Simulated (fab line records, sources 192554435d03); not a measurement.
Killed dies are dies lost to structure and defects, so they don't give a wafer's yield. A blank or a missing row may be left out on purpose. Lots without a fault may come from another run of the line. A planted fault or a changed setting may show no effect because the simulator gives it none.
Chamber matching | flow n5_finfet | N5_MOL_CONTACT_COAG_ETCH_59 on rie_diel-04: 4 sister chambers
The step etches underlayer in N2/H2, target depth 13 nm, time 10.4 s. 16 wafers are shown with their chamber, then 8 later ones without.

WAFERS WITH THEIR CHAMBER
wafer  | chamber | showerhead_plenum_p_Torr (Torr) | drypump_motor_current_A (A) | rf_vpp_V (V)
L078.1 | 0       | 2.50                            | 6.5                         | 522.6
L078.3 | 2       | 2.48                            | 5.9                         | 521.6
L078.6 | 3       | 2.70                            | 6.0                         | 528.1
L082.1 | 0       | 2.50                            | 6.6                         | 520.7
L082.4 | 1       | 2.50                            | 6.0                         | 522.2
L082.6 | 1       | 2.50                            | 6.0                         | 521.7
L083.1 | 1       | 2.50                            | 5.9                         | 522.1
L083.2 | 2       | 2.48                            | 5.9                         | 521.4
L083.4 | 0       | 2.50                            | 6.5                         | 521.0
L084.3 | 1       | 2.50                            | 5.9                         | 522.1
L084.5 | 3       | 2.70                            | 6.0                         | 527.9
L084.6 | 1       | 2.50                            | 6.0                         | 524.6
L089.2 | 2       | 2.47                            | 5.8                         | 521.7
L089.3 | 1       | 2.50                            | 5.9                         | 522.1
L089.6 | 2       | 2.47                            | 5.8                         | 521.9
L091.4 | 0       | 2.49                            | 6.5                         | 523.4

SIGNATURES (means of the wafers above)
reading                  | chamber 0 | chamber 1 | chamber 2 | chamber 3 | scatter within a chamber
showerhead_plenum_p_Torr | 2.4975    | 2.5000    | 2.4750    | 2.7000    | 0.00382
drypump_motor_current_A  | 6.525     | 5.950     | 5.850     | 6.000     | 0.052
rf_vpp_V                 | 521.925   | 522.467   | 521.650   | 528.000   | 0.947
Rule: a wafer's distance from a chamber is the root of the sum, over the readings, of the square of ((its reading less the chamber's mean) divided by the reading's scatter). The wafer belongs to the nearest chamber; if the next one is less than 2 further off, it can't be placed. The scatter: the root of (the sum of the squares of (reading less its chamber's mean) over the shown wafers, divided by (wafers less chambers)).

WAFERS WITHOUT THEIR CHAMBER
wafer  | showerhead_plenum_p_Torr (Torr) | drypump_motor_current_A (A) | rf_vpp_V (V)
L091.5 | 2.69                            | 6.0                         | 527.5
L091.6 | 2.49                            | 6.5                         | 522.9
L093.1 | 2.69                            | 6.0                         | 526.2
L093.4 | 2.50                            | 5.9                         | 522.7
L093.5 | 2.69                            | 6.0                         | 526.4
L095.1 | 2.68                            | 6.0                         | 527.2
L095.3 | 2.49                            | 6.5                         | 521.9
L095.4 | 2.46                            | 5.9                         | 523.0

WHICH CHAMBER EACH WENT THROUGH
wafer  | from the rows above | in truth
L091.5 | 3                   | 3
L091.6 | 0                   | 0
L093.1 | 3                   | 3
L093.4 | 1                   | 1
L093.5 | 3                   | 3
L095.1 | 3                   | 3
L095.3 | 0                   | 0
L095.4 | 2                   | 2
Placed correctly: 8 of 8. Can't be placed from these rows: 0. Placed wrongly: 0.
